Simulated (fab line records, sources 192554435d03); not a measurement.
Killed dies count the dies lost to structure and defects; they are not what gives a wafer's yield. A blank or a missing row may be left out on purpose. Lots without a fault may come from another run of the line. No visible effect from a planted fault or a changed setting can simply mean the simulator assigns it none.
Comparing a struck lot with a sound one + flow n5_finfet + 16 steps out of a route of 1938
Sound: these wafers, L876.1, L876.4, L876.5. Struck: wafer L890.1 (left out: L890.2, L890.4 of the same lot, which were not struck); the cause appears at the end.
Per side, at each step with rows, come the tool, then ch with its chambers, and then its first start. Under that, the readings that differ: sound wafers + struck wafers + difference of the means + sigmas: that difference in standard deviations of wafers without a fault.
alike: readings whose means differ by less than 2 such deviations, and words and numbers that are the same on both sides. not compared: withheld readings, readings that some wafer has no value for, bounds like >300 that may hide the same value, and numbers for which the record gives no deviation and whose values overlap.
Wherever a step has rows on one side only, a row that says differs or no value, or a row with sigmas, the two part there. When numbers do not overlap yet have no deviation, they are printed without sigmas and do not part them. A reading that every wafer of one side lacks parts them only if that side has two wafers or more.

first, 1 step without rows for these wafers: N5_BEOL_M0_CUTY_STRIP_64 (strips in N2/H2).
N5_BEOL_M0_ETCH_138: etches SiCN in CH3F/O2, target depth 12 nm, time 31.6 s.
  sound on rie_diel-02 ch 2,3, day 5 16:41; struck on rie_diel-04 ch 0, day 9 08:26
| reading                         | sound          | struck | difference | sigmas |
|---------------------------------|----------------|--------|------------|--------|
| drypump_motor_current_A (A)     | 5.9 5.1 5.8    | 6.8    | +1.2       | +2     |
| showerhead_plenum_p_Torr (Torr) | 2.08 1.99 2.08 | 1.90   | -0.15      | -3     |
  alike: bias_w, etch_rf_on_time_s, oes_product_au, rf_vpp_V, throttle_valve_pct
  not compared: rf_hours_counter_h
N5_BEOL_M0_HM_OPEN_105: chemistry Cl2/BCl3, target TiN, target depth 12 nm.
  sound on rie_metal-03 ch 0,1, day 5 16:48; struck on rie_metal-03 ch 1, day 9 08:38
  alike: drypump_motor_current_A, oes_product_au, throttle_valve_pct
  not compared: rf_hours_counter_h
N5_BEOL_M0_STRIP_140: strips in CF4.
  sound on rie_diel-04 ch 0,2,3, day 5 17:00; struck on rie_diel-04 ch 3, day 9 08:48
  alike: drypump_motor_current_A, oes_product_au, rf_vpp_V, showerhead_plenum_p_Torr, throttle_valve_pct
  not compared: rf_hours_counter_h
N5_BEOL_M0_STRIP_104: strips in N2/H2.
  sound on rie_diel-04 ch 0,2,3, day 5 17:01; struck on rie_diel-04 ch 3, day 9 08:49
  alike: drypump_motor_current_A, oes_product_au, rf_vpp_V, showerhead_plenum_p_Torr, throttle_valve_pct
  not compared: rf_hours_counter_h
then, 3 steps without rows for these wafers: N5_BEOL_M0_WET_ETCH_106 (etches SiO2 in DHF, target depth 130 nm, rinse time 30 s); N5_BEOL_M0_ETCH_128 (etches SiCN in CF4/N2, target depth 12 nm, overetch 5.1 nm, time 21.4 s); N5_BEOL_M0_TRENCH_ETCH_107 (etches SiOC in C4F6/O2, target depth 32.8 nm, time 16.4 s).
N5_BEOL_M0_STRIP_142: strips in N2/H2, time 10 s.
  sound on rie_diel-01 ch 0,2, day 5 17:17; struck on rie_diel-02 ch 0, day 9 09:01
| reading               | sound          | struck | difference | sigmas |
|-----------------------|----------------|--------|------------|--------|
| oes_product_au (a.u.) | 0.82 0.91 0.91 | 0.71   | -0.17      | -3     |
  alike: drypump_motor_current_A, rf_vpp_V, showerhead_plenum_p_Torr, throttle_valve_pct
  not compared: rf_hours_counter_h
N5_BEOL_M0_OCD_MEAS_108:
  sound on ocd-02 at day 5 17:21; struck on ocd-01 at day 9 09:06
  alike: trench_depth_nm
then, 2 steps without rows for these wafers: N5_BEOL_M0_HM_STRIP_129 (strips TiN in peroxide tin strip, target depth 17 nm, time 108 s); N5_BEOL_M0_SRD_130 (time 30 s).
N5_BEOL_M0_ETCH_109: etches SiCN in CH3F/O2, target depth 8 nm, overetch 2.4 nm, time 27.4 s.
  sound on rie_diel-01 ch 0,1,3, day 5 17:28; struck on rie_diel-01 ch 0, day 9 09:13
| reading      | sound             | struck | difference | sigmas |
|--------------|-------------------|--------|------------|--------|
| bias_w (W)   | 74.54 74.87 74.58 | 95.91  | +21.25     | +92    |
| rf_vpp_V (V) | 297.1 298.7 298.0 | 346.5  | +48.6      | +35    |
  alike: drypump_motor_current_A, oes_product_au, showerhead_plenum_p_Torr, throttle_valve_pct
  not compared: rf_hours_counter_h
then, 1 step without rows for these wafers: N5_BEOL_M0_STRIP_139 (strips in post etch residue remover, time 60 s).
-- here the record skips 2 days between the struck wafers' starts before and after, leaving off in module BEOL_M0 and picking up in module BEOL_M4 (first step shown: number 1111 of the route) --
N5_BEOL_M4_RC_MEAS_101:
  sound on prober-02 ch 0, day 8 11:57; struck on prober-01 ch 0, day 11 16:22
| reading        | sound          | struck | difference | sigmas |
|----------------|----------------|--------|------------|--------|
| DIBL_P (mV/V)  | 33.9 34.7 34.0 | 39.4   | +5.2       | +2     |
| IOFF_P (nA/um) | 0.15 0.17 0.16 | 0.23   | +0.07      | +2     |
  alike: DIBL_N, IOFF_N, ION_N, ION_P, SS_N, SS_P, VT_N, VT_P
-- a jump in the record: the struck wafers' starts before and after are 5 days apart (it breaks off in module BEOL_M4 and resumes in module PASSIVATION, where the first step shown is number 1936 of the route) --
N5_PASSIVATION_PROBE_49:
  sound on prober-01 at day 13 01:50; struck on prober-01 at day 16 07:06
| reading         | sound    | struck | difference | sigmas |
|-----------------|----------|--------|------------|--------|
| killed_at_M4_up | 3 11 11  | 28     | +20        | +4     |
| killed_short    | 21 32 19 | 41     | +17        | +2     |
  alike: defect_limited_yield, killed_at_M0_to_M3, killed_at_contacts, killed_at_front_end, killed_at_other, killed_dies, killed_open, sort_bin_5_function, sort_bin_6_memory, sort_n_pass, sort_yield_pct

== WHERE THEY PART ==
Earliest at N5_BEOL_M0_ETCH_138; latest, in this record, at N5_PASSIVATION_PROBE_49.

WHY: what the simulator had put in
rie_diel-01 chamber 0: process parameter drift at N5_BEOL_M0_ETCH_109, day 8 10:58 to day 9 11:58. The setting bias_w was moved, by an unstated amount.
